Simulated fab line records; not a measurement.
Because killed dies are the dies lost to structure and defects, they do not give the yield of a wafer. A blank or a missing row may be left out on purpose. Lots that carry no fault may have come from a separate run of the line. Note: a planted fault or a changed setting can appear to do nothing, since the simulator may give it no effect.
fab line records ; flow n5Finfet
record: lots: 7; wafers: 21
route steps=1938 shown ZERO_LAYER@4 FIN_SAQP@96 FIN_CUT@176 STI_FIN_REVEAL@190 BEOL_M4@1111
startH: hours from the record's first day to the start of the lot's first wafer shown ; waitH: time in hours since the lot's previous step ; " as in the row above ; L1.1+2: a row that stands for several wafers ; - either no value or no given start ; * or withheld: withheld ; < > ~ a bound
route shown NAME@n: NAME is a module with steps in the file, n the number in the route of the first one ; usual: mean and standard deviation over wafers with no fault ; same: alike in all rows ; chamber/n: place in a boat ; sites: each site's reading ; _std_site: how widely they spread, as a standard deviation ; _edge_site: outer sites' mean less inner sites' ; radiusMm: for every site, how far away it sits from the centre of the wafer ; mask NAME#n: copy n ; behind: the most recent tool/chamber to have shaped the wafer ; hold: what put the lot on hold/how long, in hours/how the hold closed ; device: whichever transistor did not switch (one of n, p or np) ; end of line: the tests these same wafers got at the end of their route ; where a step has no rows: the recipe by itself ; killed: count of dies lost to structure and defects at first sort (not the wafer's yield) ; map: dies across one wafer; x = killed, . = not, _ = none there
set.NAME: the setting that was run; set.NAME@STEP: the one run at that earlier step ; model.NAME: the simulator's own value behind a step, which no gauge read
lots where settings were altered on purpose, with a table for each step and a row for each wafer
== steps ==
step: N5_ZERO_LAYER_PECVD_02
recipe: material: SiO2; targetThkA: 100; tempC: 400; precursor: SiH4/N2O; pressureTorr: 0.75; rfW: 275; timeS: 6
lot.wafer;tool;chamber;startH;waitH;set.timeS;model.SiO2_of_ZERO_LAYER_PECVD_02.thkNm
L074.3;pecvd-03;2;12.28;0.0;6.511;10.88
L074.5;pecvd-03;0;12.28;0.0;6;10.11
L074.6;pecvd-03;1;12.28;0.0;6;10.1
L076.2;pecvd-01;2;24.28;0.0;6;10.01
L076.4;pecvd-01;2;24.28;0.0;6.727;11.17
L076.5;pecvd-01;2;24.28;0.0;6;10.16
L087.1;pecvd-03;1;90.29;0.0;5.638;9.284
L087.5;pecvd-03;1;90.29;0.0;5.638;9.518
L087.6;pecvd-03;2;90.29;0.0;6;10.13
L088.1;pecvd-02;0;96.28;0.0;6;9.724
L088.3;pecvd-02;1;96.28;0.0;6;9.757
L088.6;pecvd-02;1;96.28;0.0;6;10.15
L090.3;pecvd-01;0;108.28;0.0;6;9.94
L090.4;pecvd-01;2;108.28;0.0;5.201;8.559
L090.6;pecvd-01;0;108.28;0.0;6;10.07
L091.2;pecvd-03;2;114.28;0.0;6;9.97
L091.3;pecvd-03;0;114.28;0.0;6.518;10.74
L091.5;pecvd-03;1;114.28;0.0;6;9.847
L092.3;pecvd-03;2;120.28;0.0;6;9.824
L092.5;pecvd-03;1;120.28;0.0;6;9.952
L092.6;pecvd-03;2;120.28;0.0;6;10.24
step: N5_ZERO_LAYER_COAT_05
recipe: spinRpm: 1500; resistThkNm: 1000
lot.wafer;tool;chamber;startH;waitH;set.spinRpm;model.coat_of_ZERO_LAYER_COAT_05.thkNm
L074.3;lithoTrack-02;0;-;-;1500;1002
L074.5;lithoTrack-02;0;-;-;1500;1004
L074.6;lithoTrack-02;0;-;-;1500;1003
L076.2;lithoTrack-02;0;-;-;1500;996.3
L076.4;lithoTrack-02;0;-;-;1500;994.7
L076.5;lithoTrack-02;0;-;-;1352;1051
L087.1;lithoTrack-05;0;-;-;1500;1000
L087.5;lithoTrack-05;0;-;-;1607;967.7
L087.6;lithoTrack-05;0;-;-;1500;1003
L088.1+3;lithoTrack-02;0;-;-;1500;1001
L088.6;lithoTrack-02;0;-;-;1500;999.3
L090.3;lithoTrack-05;0;-;-;1500;998.5
L090.4;lithoTrack-05;0;-;-;1500;1003
L090.6;lithoTrack-05;0;-;-;1500;997.4
L091.2;lithoTrack-05;0;-;-;1500;997.1
L091.3;lithoTrack-05;0;-;-;1348;1053
L091.5;lithoTrack-05;0;-;-;1348;1051
L092.3+6;lithoTrack-05;0;-;-;1500;1001
L092.5;lithoTrack-05;0;-;-;1427;1024
step: N5_ZERO_LAYER_EBR_07
recipe: solvent: PGMEA; ebrWidthMm: 1.5
step: N5_ZERO_LAYER_SOFTBAKE_06
recipe: tempC: 100; timeS: 90
step: N5_ZERO_LAYER_ETCH_17
recipe: chemistry: CF4; target: SiO2; targetDepthA: 120; timeS: 13.3; ionEnergyEv: 350; pressureMtorr: 40; sourceW: 450; biasW: 215; Ar_flow_sccm: 100; cf4FlowSccm: 100
step: N5_ZERO_LAYER_ETCH_18
recipe: chemistry: HBr/Cl2; target: Si; targetDepthA: 1200; timeS: 40; pressureMtorr: 10; icpW: 800; biasW: 75; HBr_flow_sccm: 150; Cl2_flow_sccm: 80
step: N5_ZERO_LAYER_STRIP_24
recipe: chemistry: O2; powerW: 1000; tempC: 250; overashFraction: 0.3; pressureMtorr: 1000; o2FlowSccm: 6750
usual: stripTimeToEndpointS: 43.83/0.096
lot.wafer;tool;chamber;startH;waitH;set.spinRpm@ZERO_LAYER_COAT_05;stripTimeToEndpointS
L074.3;plasmaAsher-01;1;13.10;0.1;1500;43.91
L074.5;plasmaAsher-01;1;13.10;0.1;1500;43.95
L074.6;plasmaAsher-01;0;13.10;0.1;1500;43.91
L076.2;plasmaAsher-02;0;25.27;0.1;1500;43.71
L076.4;plasmaAsher-02;0;25.27;0.1;1500;43.69
L076.5;plasmaAsher-02;1;25.27;0.1;1352;45.36
L087.1;plasmaAsher-01;1;91.26;0.1;1500;43.85
L087.5;plasmaAsher-01;1;91.26;0.1;1607;42.90
L087.6;plasmaAsher-01;0;91.26;0.1;1500;43.95
L088.1;plasmaAsher-01;0;97.02;0.1;1500;43.86
L088.3;plasmaAsher-01;1;97.02;0.1;1500;43.88
L088.6;plasmaAsher-01;0;97.02;0.1;1500;43.80
L090.3;plasmaAsher-01;1;108.91;0.1;1500;43.81
L090.4;plasmaAsher-01;0;108.91;0.1;1500;43.93
L090.6;plasmaAsher-01;1;108.91;0.1;1500;43.77
L091.2;plasmaAsher-01;0;115.12;0.2;1500;43.74
L091.3;plasmaAsher-01;0;115.12;0.2;1348;45.41
L091.5;plasmaAsher-01;0;115.12;0.2;1348;45.35
L092.3;plasmaAsher-02;1;121.20;0.1;1500;43.86
L092.5;plasmaAsher-02;0;121.20;0.1;1427;44.56
L092.6;plasmaAsher-02;1;121.20;0.1;1500;43.90
step: N5_FIN_SAQP_HM_DEP_03
recipe: material: SiNx; targetThkA: 380; tempC: 400; precursor: SiH4/NH3/N2; pressureTorr: 1.5; rfW: 300; timeS: 33.6
lot.wafer;tool;chamber;startH;waitH;set.timeS;model.SiNx_of_FIN_SAQP_HM_DEP_03.thkNm
L074.3;pecvd-02;1;20.86;0.1;33.6;37.59
L074.5;pecvd-02;2;20.86;0.1;33.6;38.38
L074.6;pecvd-02;1;20.86;0.1;33.6;38.75
L076.2;pecvd-01;1;33.23;0.2;31.8;35.9
L076.4;pecvd-01;0;33.23;0.2;33.6;37.52
L076.5;pecvd-01;1;33.23;0.2;33.6;37.97
L087.1;pecvd-04;1;101.11;0.2;33.6;37.21
L087.5;pecvd-04;2;101.11;0.2;37.72;42.9
L087.6;pecvd-04;1;101.11;0.2;33.6;37.81
L088.1;pecvd-02;2;105.41;0.2;33.6;37.92
L088.3;pecvd-02;0;105.41;0.2;33.6;38.05
L088.6;pecvd-02;2;105.41;0.2;33.6;38.12
L090.3;pecvd-04;2;116.87;0.1;33.6;37.35
L090.4;pecvd-04;1;116.87;0.1;29.45;32.43
L090.6;pecvd-04;0;116.87;0.1;29.45;32.3
L091.2;pecvd-04;2;123.16;0.2;33.6;37.82
L091.3;pecvd-04;0;123.16;0.2;36.71;40.96
L091.5;pecvd-04;1;123.16;0.2;33.6;38.05
L092.3;pecvd-04;2;130.50;0.1;33.6;37.77
L092.5;pecvd-04;2;130.50;0.1;38.39;43.56
L092.6;pecvd-04;0;130.50;0.1;33.6;38.47
step: N5_FIN_SAQP_THK_MEAS_05
usual: thkNm: 37.7/0.47
lot.wafer;tool;chamber;startH;waitH;set.timeS@FIN_SAQP_HM_DEP_03;thkNm
L074.3;filmMetro-01;-;20.95;0.1;33.6;37.6
L074.5;filmMetro-01;-;20.95;0.1;33.6;38.3
L074.6;filmMetro-01;-;20.95;0.1;33.6;38.7
L076.2;filmMetro-01;-;33.33;0.1;31.8;35.9
L076.4;filmMetro-01;-;33.33;0.1;33.6;37.5
L076.5;filmMetro-01;-;33.33;0.1;33.6;38.0
L087.1;filmMetro-02;-;101.20;0.1;33.6;37.2
L087.5;filmMetro-02;-;101.20;0.1;37.72;42.9
L087.6;filmMetro-02;-;101.20;0.1;33.6;37.9
L088.1;filmMetro-02;-;105.50;0.1;33.6;37.9
L088.3;filmMetro-02;-;105.50;0.1;33.6;38.0
L088.6;filmMetro-02;-;105.50;0.1;33.6;38.1
L090.3;filmMetro-02;-;116.96;0.1;33.6;37.4
L090.4;filmMetro-02;-;116.96;0.1;29.45;32.4
L090.6;filmMetro-02;-;116.96;0.1;29.45;32.3
L091.2;filmMetro-02;-;123.25;0.1;33.6;37.8
L091.3;filmMetro-02;-;123.25;0.1;36.71;41.0
L091.5;filmMetro-02;-;123.25;0.1;33.6;38.0
L092.3;filmMetro-02;-;130.59;0.1;33.6;37.8
L092.5;filmMetro-02;-;130.59;0.1;38.39;43.6
L092.6;filmMetro-02;-;130.59;0.1;33.6;38.5
step: N5_FIN_SAQP_PECVD_06
recipe: material: a-Si; targetThkA: 600; tempC: 400; precursor: SiH4/He; pressureTorr: 3; rfW: 100; timeS: 48.1
lot.wafer;tool;chamber;startH;waitH;set.timeS;model.a-Si_of_FIN_SAQP_PECVD_06.thkNm
L074.3;pecvd-04;1;21.07;0.0;48.1;58.59
L074.5;pecvd-04;1;21.07;0.0;48.1;60.05
L074.6;pecvd-04;0;21.07;0.0;44.19;55.28
L076.2;pecvd-02;1;33.45;0.0;48.1;59.03
L076.4;pecvd-02;2;33.45;0.0;48.1;61.08
L076.5;pecvd-02;1;33.45;0.0;48.1;60.61
L087.1;pecvd-02;2;101.31;0.0;55.25;68.17
L087.5;pecvd-02;0;101.31;0.0;55.25;70.32
L087.6;pecvd-02;1;101.31;0.0;48.1;60.79
L088.1;pecvd-04;0;105.62;0.0;48.1;59.45
L088.3;pecvd-04;2;105.62;0.0;48.1;59.5
L088.6;pecvd-04;2;105.62;0.0;48.1;60.69
L090.3;pecvd-02;2;117.07;0.0;42.75;53.14
L090.4;pecvd-02;0;117.07;0.0;42.75;54.83
L090.6;pecvd-02;2;117.07;0.0;42.75;54.74
L091.2;pecvd-01;2;123.37;0.0;43.47;53.76
L091.3;pecvd-01;1;123.37;0.0;48.1;60.01
L091.5;pecvd-01;2;123.37;0.0;48.1;60.88
L092.3;pecvd-02;1;130.71;0.0;48.1;60.38
L092.5;pecvd-02;2;130.71;0.0;48.1;60.91
L092.6;pecvd-02;0;130.71;0.0;55.05;69.81
step: N5_FIN_SAQP_THK_MEAS_07
usual: thkNm: 60.2/0.77
lot.wafer;tool;chamber;startH;waitH;set.timeS@FIN_SAQP_PECVD_06;thkNm
L074.3;filmMetro-01;-;21.16;0.1;48.1;58.6
L074.5;filmMetro-01;-;21.16;0.1;48.1;60.0
L074.6;filmMetro-01;-;21.16;0.1;44.19;55.3
L076.2;filmMetro-02;-;33.54;0.1;48.1;59.1
L076.4;filmMetro-02;-;33.54;0.1;48.1;61.1
L076.5;filmMetro-02;-;33.54;0.1;48.1;60.6
L087.1;filmMetro-01;-;101.40;0.1;55.25;68.2
L087.5;filmMetro-01;-;101.40;0.1;55.25;70.3
L087.6;filmMetro-01;-;101.40;0.1;48.1;60.8
L088.1;filmMetro-02;-;105.71;0.1;48.1;59.5
L088.3;filmMetro-02;-;105.71;0.1;48.1;59.5
L088.6;filmMetro-02;-;105.71;0.1;48.1;60.7
L090.3;filmMetro-01;-;117.16;0.1;42.75;53.2
L090.4;filmMetro-01;-;117.16;0.1;42.75;54.8
L090.6;filmMetro-01;-;117.16;0.1;42.75;54.7
L091.2;filmMetro-02;-;123.46;0.1;43.47;53.8
L091.3;filmMetro-02;-;123.46;0.1;48.1;60.0
L091.5;filmMetro-02;-;123.46;0.1;48.1;60.9
L092.3;filmMetro-01;-;130.80;0.1;48.1;60.4
L092.5;filmMetro-01;-;130.80;0.1;48.1;60.9
L092.6;filmMetro-01;-;130.80;0.1;55.05;69.8
step: N5_FIN_SAQP_HM_DEP_72
recipe: material: SiO2; targetThkA: 120; tempC: 400; precursor: SiH4/N2O; pressureTorr: 0.75; rfW: 275; timeS: 7.2
step: N5_FIN_SAQP_COAT_49
recipe: resist: SOC; tempC: 250; timeS: 60; spinRpm: 1500; resistThkNm: 100
step: N5_FIN_SAQP_HM_OPEN_73
recipe: chemistry: CHF3/O2; target: SiO2; stopOn: a-Si; targetDepthA: 120; overEtchFrac: 1.8; maskMaterial: SOC; timeS: 16.8; pressureMtorr: 30; sourceW: 650; biasW: 170; Ar_flow_sccm: 200; CHF3_flow_sccm: 50; O2_flow_sccm: 5; ionEnergyEv: 200; ends: endPoint
step: N5_FIN_SAQP_STRIP_74
recipe: chemistry: CHF3/O2; resist: SiARC; rfFrequencyHz: 6e+07
step: N5_FIN_SAQP_MANDREL_ETCH_22
recipe: targetDepthA: 600; chemistry: HBr/Cl2; target: a-Si; stopOn: SiNx; btTimeS: 10; overEtchFrac: 0.5; timeS: 30; pressureMtorr: 10; icpW: 800; biasW: 75; HBr_flow_sccm: 150; Cl2_flow_sccm: 80; ends: endPoint
usual: oesProductAu: 0.776/0.011
lot.wafer;tool;chamber;startH;waitH;set.timeS@FIN_SAQP_PECVD_06;oesProductAu;model.etch.depthNm
L074.3;rieSi-06;3;21.99;0.0;48.1;0.749;58.59
L074.5;rieSi-06;3;21.99;0.0;48.1;0.757;60.05
L074.6;rieSi-06;0;21.99;0.0;44.19;0.734;55.28
L076.2;rieSi-06;1;34.40;0.0;48.1;0.760;59.03
L076.4;rieSi-06;3;34.40;0.0;48.1;0.761;61.08
L076.5;rieSi-06;3;34.40;0.0;48.1;0.772;60.61
L087.1;rieSi-02;1;102.27;0.0;55.25;0.840;68.17
L087.5;rieSi-02;1;102.27;0.0;55.25;0.858;70.31
L087.6;rieSi-02;0;102.27;0.0;48.1;0.771;60.76
L088.1;rieSi-02;2;106.57;0.0;48.1;0.783;59.45
L088.3;rieSi-02;1;106.57;0.0;48.1;0.761;59.5
L088.6;rieSi-02;1;106.57;0.0;48.1;0.788;60.69
L090.3;rieSi-05;3;118.03;0.0;42.75;0.696;53.14
L090.4;rieSi-05;1;118.03;0.0;42.75;0.748;54.79
L090.6;rieSi-05;3;118.03;0.0;42.75;0.710;54.7
L091.2;rieSi-02;0;124.62;0.0;43.47;0.725;53.72
L091.3;rieSi-02;2;124.62;0.0;48.1;0.786;60.01
L091.5;rieSi-02;2;124.62;0.0;48.1;0.802;60.88
L092.3;rieSi-02;2;131.54;0.0;48.1;0.786;60.38
L092.5;rieSi-02;0;131.54;0.0;48.1;0.782;60.87
L092.6;rieSi-02;1;131.54;0.0;55.05;0.844;69.81
step: N5_FIN_SAQP_STRIP_55
recipe: chemistry: N2/H2; powerW: 500; tempC: 40; pressureMtorr: 50; rfFrequencyHz: 6e+07; overashFraction: 0.3; biasPowerW: 28; h2Frac: 0.5; n2FlowSccm: 300; h2FlowSccm: 300
step: N5_FIN_SAQP_STRIP_23
recipe: chemistry: SPM; timeS: 750; tempC: 130; h2so4H2o2VolRatio: 4
step: N5_FIN_SAQP_ETCH_57
recipe: chemistry: CH3F/O2; target: SiNx; maskMaterial: SiO2; targetDepthA: 325; timeS: 46.4; pressureMtorr: 30; sourceW: 395; biasW: 73; Ar_flow_sccm: 150; CH3F_flow_sccm: 30; O2_flow_sccm: 20; ionEnergyEv: 120; ends: cleared
step: N5_FIN_SAQP_ETCH_65
recipe: chemistry: CF4; target: SiO2; targetDepthA: 40; ionEnergyEv: 350; timeS: 4.4; pressureMtorr: 10; icpW: 800; biasW: 400; cf4FlowSccm: 80
step: N5_FIN_SAQP_MANDREL_ETCH_58
recipe: chemistry: HBr/Cl2; target: a-Si; targetDepthA: 450; btTimeS: 10; stopOn: SiNx; maskMaterial: SiO2; overEtchFrac: 0.8; timeS: 27; pressureMtorr: 10; icpW: 800; biasW: 75; HBr_flow_sccm: 150; Cl2_flow_sccm: 80; ends: endPoint
lot.wafer;tool;chamber;startH;waitH;set.timeS@FIN_SAQP_HM_DEP_03;model.SiNx_of_FIN_SAQP_HM_DEP_03.thkNm
L074.3;rieSi-06;2;23.92;0.0;33.6;37.59
L074.5;rieSi-06;1;23.92;0.0;33.6;38.2
L074.6;rieSi-06;2;23.92;0.0;33.6;38.75
L076.2;rieSi-06;2;36.34;0.0;31.8;35.9
L076.4;rieSi-06;3;36.34;0.0;33.6;37.4
L076.5;rieSi-06;0;36.34;0.0;33.6;37.8
L087.1;rieSi-06;1;104.18;0.0;33.6;37.2
L087.5;rieSi-06;0;104.18;0.0;37.72;42.8
L087.6;rieSi-06;3;104.18;0.0;33.6;37.8
L088.1;rieSi-06;3;108.66;0.0;33.6;37.8
L088.3+6;rieSi-06;0,1;108.66;0.0;33.6;38
L090.3;rieSi-06;0;120.31;0.0;33.6;37.2
L090.4;rieSi-06;3;120.31;0.0;29.45;32.4
L090.6;rieSi-06;0;120.31;0.0;29.45;32.2
L091.2;rieSi-02;3;126.53;0.0;33.6;37.82
L091.3;rieSi-02;0;126.53;0.0;36.71;40.8
L091.5;rieSi-02;3;126.53;0.0;33.6;38.05
L092.3;rieSi-06;1;133.59;0.0;33.6;37.6
L092.5;rieSi-06;0;133.59;0.0;38.39;43.4
L092.6;rieSi-06;3;133.59;0.0;33.6;38.4
step: N5_FIN_SAQP_RECESS_63
recipe: chemistry: HF/NH3; target: SiO2; targetDepthA: 180; afsCycles: 3; tempC: 30; sublimationTempC: 180; sublimationTimeS: 60
step: N5_FIN_SAQP_COAT_68
recipe: resist: SOC; tempC: 250; timeS: 60; spinRpm: 1500; resistThkNm: 100
step: N5_FIN_SAQP_MANDREL2_REMOVE_60
recipe: chemistry: HBr/Cl2/O2; btTimeS: 10; target: a-Si; stopOn: SiNx; endpoint: OES-SiCl; overEtchFrac: 1; icpW: 600; biasW: 22; HBr_flow_sccm: 150; Cl2_flow_sccm: 80; O2_flow_sccm: 5; pressureMtorr: 10
step: N5_FIN_SAQP_HM_OPEN_33
recipe: chemistry: CH3F/O2; target: SiNx; maskMaterial: SiO2; targetDepthA: 494; timeS: 70.6; pressureMtorr: 30; sourceW: 395; biasW: 73; Ar_flow_sccm: 150; CH3F_flow_sccm: 30; O2_flow_sccm: 20; ionEnergyEv: 120; ends: cleared
usual: etchRfOnTimeS: 69.0/1.7
lot.wafer;tool;chamber;startH;waitH;set.timeS@FIN_SAQP_HM_DEP_03;etchRfOnTimeS;model.etch.depthNm
L074.3;rieDiel-03;0;25.35;0.0;33.6;69.8;36.96
L074.5;rieDiel-03;0;25.35;0.0;33.6;71.3;37.64
L074.6;rieDiel-03;1;25.35;0.0;33.6;72.3;38.12
L076.2;rieDiel-06;3;37.75;0.0;31.8;67.3;35.27
L076.4;rieDiel-06;0;37.75;0.0;33.6;69.4;36.85
L076.5;rieDiel-06;3;37.75;0.0;33.6;70.0;37.24
L087.1;rieDiel-03;3;105.95;0.0;33.6;69.5;36.47
L087.5;rieDiel-03;3;105.95;0.0;37.72;79.6;42.17
L087.6;rieDiel-03;1;105.95;0.0;33.6;71.8;37.14
L088.1;rieDiel-04;2;110.26;0.0;33.6;67.7;37.25
L088.3;rieDiel-04;0;110.26;0.0;33.6;68.0;37.32
L088.6;rieDiel-04;3;110.26;0.0;33.6;67.1;37.39
L090.3;rieDiel-04;1;121.95;0.0;33.6;69.3;36.62
L090.4;rieDiel-04;0;121.95;0.0;29.45;57.6;31.76
L090.6;rieDiel-04;3;121.95;0.0;29.45;56.9;31.58
L091.2;rieDiel-03;3;128.06;0.1;33.6;69.4;37.19
L091.3;rieDiel-03;1;128.06;0.1;36.71;76.8;40.27
L091.5;rieDiel-03;3;128.06;0.1;33.6;70.0;37.42
L092.3;rieDiel-04;0;135.01;0.0;33.6;67.7;37.03
L092.5;rieDiel-04;1;135.01;0.0;38.39;81.2;42.83
L092.6;rieDiel-04;2;135.01;0.0;33.6;68.7;37.8
step: N5_FIN_CUT_CUT_ETCH_15
recipe: chemistry: HBr/Cl2/O2; target: Si; targetDepthA: 1000; btTimeS: 10; maskMaterial: SOC; timeS: 42.4; ionEnergyEv: *; biasW: *; pressureMtorr: 10; icpW: 800; HBr_flow_sccm: 150; Cl2_flow_sccm: 80; O2_flow_sccm: 12
lot.wafer;tool;chamber;startH;waitH;set.timeS;model.etch.depthNm;model.FIN_CUT.featureDepthNm;model.SOC_of_FIN_CUT_COAT_18.thkNm
L074.3;rieSi-03;3;27.07;0.0;42.4;100.1;100;170.6
L074.5;rieSi-03;2;27.07;0.0;36.62;85.11;85.2;176
L074.6;rieSi-03;3;27.07;0.0;42.4;100.2;100.2;170.6
L076.2;rieSi-01;0;39.34;0.1;47.8;112.6;112.6;166.8
L076.4;rieSi-01;1;39.34;0.1;42.4;99.84;99.8;171
L076.5;rieSi-01;3;39.34;0.1;47.8;112.5;112.6;164.8
L087.1;rieSi-01;1;107.79;0.1;42.4;99.44;99.4;171.4
L087.5;rieSi-01;0;107.79;0.1;42.4;100.2;100.2;171.2
L087.6;rieSi-01;1;107.79;0.1;42.4;99.37;99.4;171.2
L088.1;rieSi-03;0;111.85;0.1;42.4;102.4;102.4;170.2
L088.3;rieSi-03;3;111.85;0.1;42.4;99.55;99.6;170.8
L088.6;rieSi-03;1;111.85;0.1;42.4;101.4;101.4;170.8
L090.3;rieSi-03;0;123.67;0.0;47.67;113.2;113.2;167.4
L090.4;rieSi-03;0;123.67;0.0;42.4;100.2;100.2;171
L090.6;rieSi-03;2;123.67;0.0;42.4;98.05;98;172.2
L091.2;rieSi-04;1;130.03;0.1;42.4;99.22;99.2;171.8
L091.3;rieSi-04;2;130.03;0.1;42.4;99.84;99.8;171.6
L091.5;rieSi-04;0;130.03;0.1;36.18;84.95;85;177.4
L092.3;rieSi-01;2;136.60;0.0;45.32;105.9;105.8;168.8
L092.5;rieSi-01;1;136.60;0.0;45.32;105.4;105.4;168.4
L092.6;rieSi-01;0;136.60;0.0;45.32;107;107;167.8
step: N5_FIN_CUT_CUT_ETCH_28
recipe: chemistry: HBr/Cl2/O2; target: Si; targetDepthA: 60; maskMaterial: SOC; timeS: 2.4; ionEnergyEv: *; biasW: *; pressureMtorr: 10; icpW: 800; HBr_flow_sccm: 150; Cl2_flow_sccm: 80; O2_flow_sccm: 12
lot.wafer;tool;chamber;startH;waitH;set.timeS@FIN_CUT_CUT_ETCH_15;model.SOC_of_FIN_CUT_COAT_18.thkNm
L074.3;rieSi-03;3;27.13;0.0;42.4;168.8
L074.5;rieSi-03;2;27.13;0.0;36.62;174.4
L074.6;rieSi-03;3;27.13;0.0;42.4;169
L076.2;rieSi-01;0;39.40;0.0;47.8;165
L076.4;rieSi-01;1;39.40;0.0;42.4;169.4
L076.5;rieSi-01;3;39.40;0.0;47.8;163
L087.1;rieSi-01;1;107.84;0.0;42.4;169.8
L087.5;rieSi-01;0;107.84;0.0;42.4;169.6
L087.6;rieSi-01;1;107.84;0.0;42.4;169.4
L088.1;rieSi-03;0;111.91;0.0;42.4;168.6
L088.3;rieSi-03;3;111.91;0.0;42.4;169.2
L088.6;rieSi-03;1;111.91;0.0;42.4;169
L090.3;rieSi-03;0;123.72;0.0;47.67;165.6
L090.4;rieSi-03;0;123.72;0.0;42.4;169.2
L090.6;rieSi-03;2;123.72;0.0;42.4;170.4
L091.2;rieSi-04;1;130.09;0.0;42.4;170
L091.3;rieSi-04;2;130.09;0.0;42.4;169.8
L091.5;rieSi-04;0;130.09;0.0;36.18;175.6
L092.3;rieSi-01;2;136.66;0.0;45.32;167
L092.5;rieSi-01;1;136.66;0.0;45.32;166.6
L092.6;rieSi-01;0;136.66;0.0;45.32;166
step: N5_STI_FIN_REVEAL_ETCHBACK_08
recipe: chemistry: C4F6/O2; target: SiO2; targetDepthA: 305; timeS: 10.167; ionEnergyEv: 250; pressureMtorr: 30; sourceW: 345; biasW: 185; Ar_flow_sccm: 300; C4F6_flow_sccm: 10; O2_flow_sccm: 10
lot.wafer;tool;chamber;startH;waitH;set.timeS
L074.3+5;rieDiel-06;0,3;34.25;0.1;10.167
L074.6;rieDiel-06;0;34.25;0.1;11.81
L076.2+4+5;rieDiel-03;3,2,1;45.54;0.4;10.167
L087.1+6;rieDiel-04;2,0;114.07;0.2;10.167
L087.5;rieDiel-04;1;114.07;0.2;12.37
L088.1+3+6;rieDiel-03;3,1,3;117.99;0.4;10.167
L090.3+6;rieDiel-03;2,0;130.68;0.1;10.167
L090.4;rieDiel-03;0;130.68;0.1;12.28
L091.2+3+5;rieDiel-04;3,0,2;136.57;0.2;10.167
L092.3+5+6;rieDiel-03;2,2,3;142.55;0.1;10.167
step: N5_BEOL_M4_RC_MEAS_101
usual: ION_N: 673/11; ION_P: 461/7.4
lot.wafer;tool;chamber;startH;waitH;set.timeS@STI_FIN_REVEAL_ETCHBACK_08;ION_N[uA/um];ION_P[uA/um]
L074.3;prober-02;0;168.29;0.3;10.167;673;453
L074.5;prober-02;0;168.29;0.3;10.167;664;450
L074.6;prober-02;0;168.29;0.3;11.81;720;491
L076.2;prober-01;0;175.33;0.2;10.167;671;461
L076.4;prober-01;0;175.33;0.2;10.167;655;456
L076.5;prober-01;0;175.33;0.2;10.167;666;457
L087.1;prober-01;0;255.18;0.0;10.167;689;470
L087.5;prober-01;0;255.18;0.0;12.37;727;504
L087.6;prober-01;0;255.18;0.0;10.167;683;476
L088.1;prober-01;0;257.91;0.0;10.167;688;466
L088.3;prober-01;0;257.91;0.0;10.167;681;466
L088.6;prober-01;0;257.91;0.0;10.167;678;466
L090.3;prober-02;0;261.36;0.3;10.167;660;455
L090.4;prober-02;0;261.36;0.3;12.28;707;488
L090.6;prober-02;0;261.36;0.3;10.167;675;459
L092.3;prober-01;0;262.55;0.3;10.167;668;458
L092.5;prober-01;0;262.55;0.3;10.167;665;451
L092.6;prober-01;0;262.55;0.3;10.167;667;452
L091.2;prober-01;0;266.76;0.2;10.167;685;467
L091.3;prober-01;0;266.76;0.2;10.167;693;468
L091.5;prober-01;0;266.76;0.2;10.167;686;471
== key ==
split: step: N5_ZERO_LAYER_PECVD_02; setting: timeS; stated: 6; by: wafer
response: step: N5_ZERO_LAYER_PECVD_02; reading: model.SiO2_of_ZERO_LAYER_PECVD_02.thkNm; change: +0.0997; per: 1%; r: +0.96
split: step: N5_ZERO_LAYER_COAT_05; setting: spinRpm; stated: 1500; by: wafer
response: step: N5_ZERO_LAYER_COAT_05; reading: model.coat_of_ZERO_LAYER_COAT_05.thkNm; change: -5.28; per: 1%; r: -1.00
response: step: N5_ZERO_LAYER_STRIP_24; reading: stripTimeToEndpointS; change: *; per: 1%; r: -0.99
split: step: N5_FIN_SAQP_HM_DEP_03; setting: timeS; stated: 33.6; by: wafer
response: step: N5_FIN_SAQP_HM_DEP_03; reading: model.SiNx_of_FIN_SAQP_HM_DEP_03.thkNm; change: +0.392; per: 1%; r: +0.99
response: step: N5_FIN_SAQP_THK_MEAS_05; reading: thkNm; change: *; per: 1%; r: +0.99
response: step: N5_FIN_SAQP_MANDREL_ETCH_58; reading: model.SiNx_of_FIN_SAQP_HM_DEP_03.thkNm; change: +0.384; per: 1%; r: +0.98
response: step: N5_FIN_SAQP_HM_OPEN_33; reading: etchRfOnTimeS; change: *; per: 1%; r: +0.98
response: step: N5_FIN_SAQP_HM_OPEN_33; reading: model.etch.depthNm; change: +0.388; per: 1%; r: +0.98
split: step: N5_FIN_SAQP_PECVD_06; setting: timeS; stated: 48.1; by: wafer
response: step: N5_FIN_SAQP_PECVD_06; reading: model.a-Si_of_FIN_SAQP_PECVD_06.thkNm; change: +0.604; per: 1%; r: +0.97
response: step: N5_FIN_SAQP_THK_MEAS_07; reading: thkNm; change: *; per: 1%; r: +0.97
response: step: N5_FIN_SAQP_MANDREL_ETCH_22; reading: oesProductAu; change: +0.00483; per: 1%; r: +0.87
response: step: N5_FIN_SAQP_MANDREL_ETCH_22; reading: model.etch.depthNm; change: +0.605; per: 1%; r: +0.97
split: step: N5_FIN_CUT_CUT_ETCH_15; setting: timeS; stated: 42.4; by: wafer
response: step: N5_FIN_CUT_CUT_ETCH_15; reading: model.etch.depthNm; change: +1.05; per: 1%; r: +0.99
response: step: N5_FIN_CUT_CUT_ETCH_15; reading: model.FIN_CUT.featureDepthNm; change: +1.05; per: 1%; r: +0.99
response: step: N5_FIN_CUT_CUT_ETCH_15; reading: model.SOC_of_FIN_CUT_COAT_18.thkNm; change: -0.384; per: 1%; r: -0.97
response: step: N5_FIN_CUT_CUT_ETCH_28; reading: model.SOC_of_FIN_CUT_COAT_18.thkNm; change: -0.39; per: 1%; r: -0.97
split: step: N5_STI_FIN_REVEAL_ETCHBACK_08; setting: timeS; stated: 10.167; by: wafer
response: step: N5_BEOL_M4_RC_MEAS_101; reading: ION_N; slope: +2.19; per: 1%; togetherWith: none; explained: 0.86
response: step: N5_BEOL_M4_RC_MEAS_101; reading: ION_P; slope: +1.67; per: 1%; togetherWith: none; explained: 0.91
